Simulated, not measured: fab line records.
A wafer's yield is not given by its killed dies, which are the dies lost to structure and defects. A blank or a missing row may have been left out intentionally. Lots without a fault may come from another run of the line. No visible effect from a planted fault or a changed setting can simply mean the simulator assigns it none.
Struck lot and sound lot, side by side	flow nandHarc	13 out of 1302 route steps
Sound: the wafers L626.1, L626.2, L626.6. Wafers struck: L622.2, L622.3, L622.6. At the end, the cause is stated.
Each step with rows lists, per side, the tool, then ch with its chambers, then its first start. Under that, the readings that differ: sound wafers	struck wafers	difference of the means	sigmas: that difference in standard deviations of wafers without a fault.
alike: a reading whose means differ by less than 2 such deviations, as well as words and numbers matching on both sides. not compared: withheld readings; readings where some wafer has no value; bounds like >300 that might hide an equal value; numbers whose values overlap and for which the record gives no deviation.
The two part at a step that has a row with sigmas, a row that says differs or no value, or rows on one side only. Numbers that don't overlap but have no deviation are shown without sigmas and don't part them. Lack of a reading on every wafer of one side parts them only where that side has two or more wafers.

first, 2 steps without rows for these wafers: NHARC_A_STAIRCASE_PRECLEAN_448 (cleans in SC1); NHARC_A_STAIRCASE_SRD_449.
NHARC_A_STAIRCASE_CMP_450: polishes SiO2, target thk 200 nm.
  sound on cmp-04 ch 0,1,2, day 25 11:55; struck on cmp-01 ch 0,1,2, day 23 10:43
  alike: edgeZonePressureFrac, motorCurrentA
NHARC_A_STAIRCASE_CMP_152: polishes.
  sound on cmp-04 ch 0,1,2, day 25 11:59; struck on cmp-01 ch 0,1,2, day 23 10:47
  alike: edgeZonePressureFrac, motorCurrentA
then, 2 steps without rows for these wafers: NHARC_A_STAIRCASE_SRD_154; NHARC_A_STAIRCASE_ETCH_403 (etches SiO2 in dHF, target depth 108.2 nm).
NHARC_A_STAIRCASE_ETCHBACK_422: etches the open film in CH3F/O2, target depth 40 nm, time 74.286 s.
  sound on rieDiel-03 ch 2,3, day 25 12:25; struck on rieDiel-10 ch 0,2,3, day 23 11:23
reading	sound	struck	difference	sigmas
oesProductAu (a.u.)	0.91 0.93 0.93	1.01 1.00 1.00	+0.08	+2
  alike: biasW, chamberPressureMTorr, drypumpMotorCurrentA, rfVppV, showerheadPlenumPTorr, throttleValvePct
  not compared: rfHoursCounterH
then, 1 step without rows for these wafers: NHARC_A_STAIRCASE_ETCH_423 (etches SiO2 in dHF, target depth 30 nm).
NHARC_A_STAIRCASE_ETCHBACK_157: etches the open film in CH3F/O2, target depth 90 nm, time 167.14 s.
  sound on rieDiel-04 ch 0,2,3, day 25 12:49; struck on rieDiel-03 ch 1,2,3, day 23 11:46
  alike: biasW, chamberPressureMTorr, drypumpMotorCurrentA, oesProductAu, rfVppV, showerheadPlenumPTorr, throttleValvePct
  not compared: rfHoursCounterH
then, 1 step without rows for these wafers: NHARC_A_STAIRCASE_STRIP_475 (strips in O2, time 20 s).
NHARC_A_STAIRCASE_DEP_471: deposits SiO2, target thk 100 nm.
  sound on pecvd-01 ch 1,2, day 25 13:13; struck on pecvd-01 ch 1,2, day 23 12:01
  alike: heaterPowerW, throttleValvePct
NHARC_A_STAIRCASE_CMP_472: polishes SiO2.
  sound on cmp-04 ch 1,2,3, day 25 13:31; struck on cmp-04 ch 2,3, day 23 12:17
  no value came back on the struck wafers for edgeZonePressureFrac, motorCurrentA (A); on the sound wafers edgeZonePressureFrac reads 1.006 0.999 1.012
-- jump in the record: it breaks off in module A_STAIRCASE and resumes in module END (first step shown: number 1302 of the route), and 8 days separate the struck wafers' starts before and after --
NHARC_END_SORT_01:
  the record has rows for the struck wafers here (prober-02 ch 0, day 31 17:40) and none for the sound ones

WHERE THEY PART
First at NHARC_A_STAIRCASE_ETCHBACK_422; last, within this record, at NHARC_END_SORT_01.

WHY: whatever the simulator had introduced
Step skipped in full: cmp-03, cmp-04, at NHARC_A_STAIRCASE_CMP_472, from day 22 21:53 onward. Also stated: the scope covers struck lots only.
